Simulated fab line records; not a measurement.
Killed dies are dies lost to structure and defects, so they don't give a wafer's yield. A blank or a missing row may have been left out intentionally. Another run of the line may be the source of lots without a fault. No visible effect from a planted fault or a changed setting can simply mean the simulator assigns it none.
Comparing a struck lot with a sound one ; flow nandHarc ; 13 steps out of a route of 1302
Sound: these wafers, L569.4, L569.5, L569.6. Struck: wafer L585.6 (L585.3, L585.4, from the same lot, were not struck and are left out); the cause is given at the end.
For every step that has rows: the tool of each side, followed by ch and its chambers, followed by its first start. Under that, the readings that differ: sound wafers ; struck wafers ; difference of the means ; sigmas: that difference in standard deviations of wafers without a fault.
alike: readings whose means differ by less than 2 such deviations, and words and numbers that are the same on both sides. not compared: withheld readings, readings that some wafer has no value for, bounds like >300 that may hide the same value, and numbers for which the record gives no deviation and whose values overlap.
A row with sigmas, a row that says differs or no value, or rows on one side alone: a step with any of these is where the two part. Numbers that have no deviation but don't overlap get no sigmas and don't part them. A reading that every wafer of one side lacks parts them only if that side has two wafers or more.

NHARC_A_DECK1_JOINT_CMP_02: polishes SiOx.
  sound on cmp-04 ch 2,3, day 13 00:25; struck on cmp-04 ch 2, day 19 14:40
  alike: motorCurrentA
then, 1 step without rows for these wafers: NHARC_A_DECK1_JOINT_SRD_15.
NHARC_A_DECK1_JOINT_DEP_16: deposits SiO2, target thk 45 nm.
  sound on pecvd-02 ch 0,1,2, day 13 00:52; struck on pecvd-04 ch 2, day 19 15:04
  alike: heaterPowerW, throttleValvePct
NHARC_A_DECK1_JOINT_THK_MEAS_17: measures by ellipsometry.
  sound: filmMetro-02 at day 13 01:04; struck: filmMetro-01 at day 19 15:19
  alike: thkNm
NHARC_A_DECK1_JOINT_INSPECT_05:
  sound: defectInspect-01 at day 13 01:05; struck: defectInspect-01 at day 19 15:21
  alike: rawDefectCount
next comes 1 step that has no rows for these wafers: NHARC_A_ONON_D2_DEP_00 (target thickness 1000 nm).
NHARC_A_ONON_D2_THK_MEAS_02: measures by ellipsometry.
  sound: filmMetro-02 at day 13 01:40; struck: filmMetro-01 at day 19 15:55
  alike: thkNm
next comes 1 step that has no rows for these wafers: NHARC_A_ONON_D2_DEP_03 (target thickness 1000 nm).
NHARC_A_ONON_D2_THK_MEAS_05: measures by ellipsometry.
  sound: filmMetro-01 at day 13 02:14; struck: filmMetro-02 at day 19 16:29
  alike: thkNm
next comes 1 step that has no rows for these wafers: NHARC_A_ONON_D2_DEP_06 (target thickness 1000 nm).
NHARC_A_ONON_D2_THK_MEAS_08: measures by ellipsometry.
  sound: filmMetro-02 at day 13 02:49; struck: filmMetro-01 at day 19 17:03
reading;sound;struck;difference;sigmas
thkNm (nm);992 990 990;1011;+20;+2
NHARC_A_ONON_D2_DEP_09: target thk 1000 nm.
  sound on pecvdOnon-03 ch 0, day 13 03:02; struck on pecvdOnon-03 ch 0, day 19 17:14
reading;sound;struck;difference;sigmas
nh3FlowSccm (sccm);497.7 500.6 497.8;501.6;+2.9;+2
NHARC_A_ONON_D2_THK_MEAS_11: measures by ellipsometry.
  sound: filmMetro-01 at day 13 03:23; struck: filmMetro-01 at day 19 17:47
reading;sound;struck;difference;sigmas
thkNm (nm);995 995 995;935;-60;-7
  not compared: hold

## WHERE THEY PART
Earliest at NHARC_A_ONON_D2_THK_MEAS_08; latest, in this record, at NHARC_A_ONON_D2_THK_MEAS_11.

WHY: what the simulator had put in
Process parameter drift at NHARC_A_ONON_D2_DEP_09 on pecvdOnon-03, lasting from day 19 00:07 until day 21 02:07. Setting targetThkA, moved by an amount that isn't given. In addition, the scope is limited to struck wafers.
